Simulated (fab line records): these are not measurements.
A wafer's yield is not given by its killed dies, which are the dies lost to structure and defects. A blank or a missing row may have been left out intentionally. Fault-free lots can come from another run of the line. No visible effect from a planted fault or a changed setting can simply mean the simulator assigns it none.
Matching of chambers | flow n5Finfet | N5_FIN_CUT_STRIP_24 on rieDiel-01: 4 sister chambers
The step strips in CF4. 4 wafers are shown with their chamber, then 7 later ones without.

== WAFERS PAIRED WITH THEIR CHAMBERS ==
wafer  | chamber | drypumpMotorCurrentA (A)
L083.1 | 2       | 5.8
L088.6 | 0       | 6.3
L091.1 | 3       | 5.8
L091.4 | 1       | 5.8

== WAFERS MISSING THEIR CHAMBER ==
wafer  | drypumpMotorCurrentA (A)
L091.6 | 5.8
L094.3 | 5.8
L094.5 | 5.8
L094.6 | 5.8
L096.3 | 5.9
L096.4 | 6.3
L096.5 | 6.3

== WHICH CHAMBER EACH WENT THROUGH ==
wafer  | from the rows above          | in truth
L091.6 | can't be placed: 1 or 2 or 3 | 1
L094.3 | can't be placed: 1 or 2 or 3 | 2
L094.5 | can't be placed: 1 or 2 or 3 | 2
L094.6 | can't be placed: 1 or 2 or 3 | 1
L096.3 | can't be placed: 1 or 2 or 3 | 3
L096.4 | 0                            | 0
L096.5 | 0                            | 0
Correct placement for 2 of the 7. Can't be placed from these rows: 5 (the true chamber is among the candidates in 5). Wrongly placed: 0.
How it was worked out, from the rows above alone: a wafer's distance from a chamber is the root of the sum, over the readings, of the square of ((its reading less the chamber's mean) divided by the reading's scatter). The wafer belongs to the nearest chamber; if the next one is less than 2 further off, it can't be placed. The mean given for a chamber averages the wafers shown for that chamber. The scatter: with one shown wafer a chamber, the root of the mean of the squares of how far each hidden wafer lies from its nearest shown one.
